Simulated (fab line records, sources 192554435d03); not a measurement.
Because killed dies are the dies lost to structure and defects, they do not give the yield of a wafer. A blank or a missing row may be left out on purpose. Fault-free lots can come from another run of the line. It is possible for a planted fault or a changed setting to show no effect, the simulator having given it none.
Matching of chambers || flow n5Finfet || 4 sister chambers for N5_FIN_SAQP_HM_OPEN_73 on rieDiel-01
The step chemistry CHF3/O2, target SiO2, stops on a-Si, target depth 12 nm, time 16.8 s. 8 wafers are shown with their chamber, then 7 later ones without.

== WAFERS, EACH WITH ITS CHAMBER ==
{"wafer": "L076.1", "chamber": 0, "showerheadPlenumPTorr (Torr)": 2.52, "rfVppV (V)": 514}
{"wafer": "L078.1", "chamber": 3, "showerheadPlenumPTorr (Torr)": 2.38, "rfVppV (V)": 523}
{"wafer": "L083.4", "chamber": 0, "showerheadPlenumPTorr (Torr)": 2.52, "rfVppV (V)": 514}
{"wafer": "L083.6", "chamber": 1, "showerheadPlenumPTorr (Torr)": 2.36, "rfVppV (V)": 531}
{"wafer": "L084.4", "chamber": 1, "showerheadPlenumPTorr (Torr)": 2.36, "rfVppV (V)": 530}
{"wafer": "L084.6", "chamber": 2, "showerheadPlenumPTorr (Torr)": 2.32, "rfVppV (V)": 521}
{"wafer": "L087.1", "chamber": 3, "showerheadPlenumPTorr (Torr)": 2.38, "rfVppV (V)": 524}
{"wafer": "L087.2", "chamber": 2, "showerheadPlenumPTorr (Torr)": 2.31, "rfVppV (V)": 523}

== WAFERS WITHOUT THEIR CHAMBER ==
{"wafer": "L087.5", "showerheadPlenumPTorr (Torr)": 2.38, "rfVppV (V)": 522}
{"wafer": "L089.2", "showerheadPlenumPTorr (Torr)": 2.36, "rfVppV (V)": 529}
{"wafer": "L089.3", "showerheadPlenumPTorr (Torr)": 2.31, "rfVppV (V)": 521}
{"wafer": "L089.6", "showerheadPlenumPTorr (Torr)": 2.36, "rfVppV (V)": 530}
{"wafer": "L091.1", "showerheadPlenumPTorr (Torr)": 2.31, "rfVppV (V)": 522}
{"wafer": "L091.2", "showerheadPlenumPTorr (Torr)": 2.35, "rfVppV (V)": 530}
{"wafer": "L091.6", "showerheadPlenumPTorr (Torr)": 2.37, "rfVppV (V)": 523}

== EACH ONE'S CHAMBER ==
{"wafer": "L087.5", "from the rows above": 3, "in truth": 3}
{"wafer": "L089.2", "from the rows above": 1, "in truth": 1}
{"wafer": "L089.3", "from the rows above": 2, "in truth": 2}
{"wafer": "L089.6", "from the rows above": 1, "in truth": 1}
{"wafer": "L091.1", "from the rows above": 2, "in truth": 2}
{"wafer": "L091.2", "from the rows above": 1, "in truth": 1}
{"wafer": "L091.6", "from the rows above": 3, "in truth": 3}
7 of 7 placed correctly. Can't be placed from these rows: 0. Placed wrongly: 0.
How it was worked out, from the rows above alone: a wafer's distance from a chamber is the root of the sum, over the readings, of the square of ((its reading less the chamber's mean) divided by the reading's scatter). If the next closest chamber is less than 2 further off than the closest, the wafer can't be placed; otherwise it belongs to the closest. A chamber's mean is the mean of its shown wafers. The scatter is the square root of a quotient: the sum, over the shown wafers, of each reading's squared deviation from its chamber's mean, divided by wafers minus chambers.
